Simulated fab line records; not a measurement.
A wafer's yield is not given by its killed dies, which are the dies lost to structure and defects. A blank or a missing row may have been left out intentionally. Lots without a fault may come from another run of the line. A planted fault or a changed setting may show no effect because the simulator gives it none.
Chamber matching    flow n5Finfet    4 sister chambers for N5_BEOL_M5_ETCH_62 on rieDiel-06
The step etches SOC in N2/H2, target depth 75 nm, overetch 15 nm, time 112.5 s. 8 wafers are shown with their chamber, then 8 later ones without.

WAFERS, EACH WITH ITS CHAMBER
wafer   chamber  showerheadPlenumPTorr (Torr)  throttleValvePct (%)
L077.4  0        2.47                          17.6
L075.6  1        2.57                          17.3
L082.4  3        2.67                          17.8
L082.5  2        2.52                          18.2
L084.1  0        2.46                          17.7
L084.5  2        2.51                          18.2
L084.6  1        2.57                          17.3
L088.2  3        2.66                          17.8

WAFERS WHOSE CHAMBER IS MISSING
wafer   showerheadPlenumPTorr (Torr)  throttleValvePct (%)
L088.5  2.57                          17.3
L088.6  2.46                          17.6
L091.1  2.51                          18.2
L091.3  2.66                          17.8
L091.4  2.57                          17.3
L096.1  2.51                          18.2
L096.2  2.56                          17.3
L096.4  2.66                          17.8

WHICH CHAMBER EACH ONE RAN IN
wafer   from the rows above  in truth
L088.5  1                    1
L088.6  0                    0
L091.1  2                    2
L091.3  3                    3
L091.4  1                    1
L096.1  2                    2
L096.2  1                    1
L096.4  3                    3
8 of 8 placed correctly. Number that these rows cannot place: 0. Number placed wrongly: 0.
How it was worked out, from the rows above alone: a wafer's distance from a chamber is the root of the sum, over the readings, of the square of ((its reading less the chamber's mean) divided by the reading's scatter). The wafer belongs to the nearest chamber; if the next one is less than 2 further off, it can't be placed. Each chamber's mean is taken over the wafers shown for it. The scatter: the root of (the sum of the squares of (reading less its chamber's mean) over the shown wafers, divided by (wafers less chambers)).
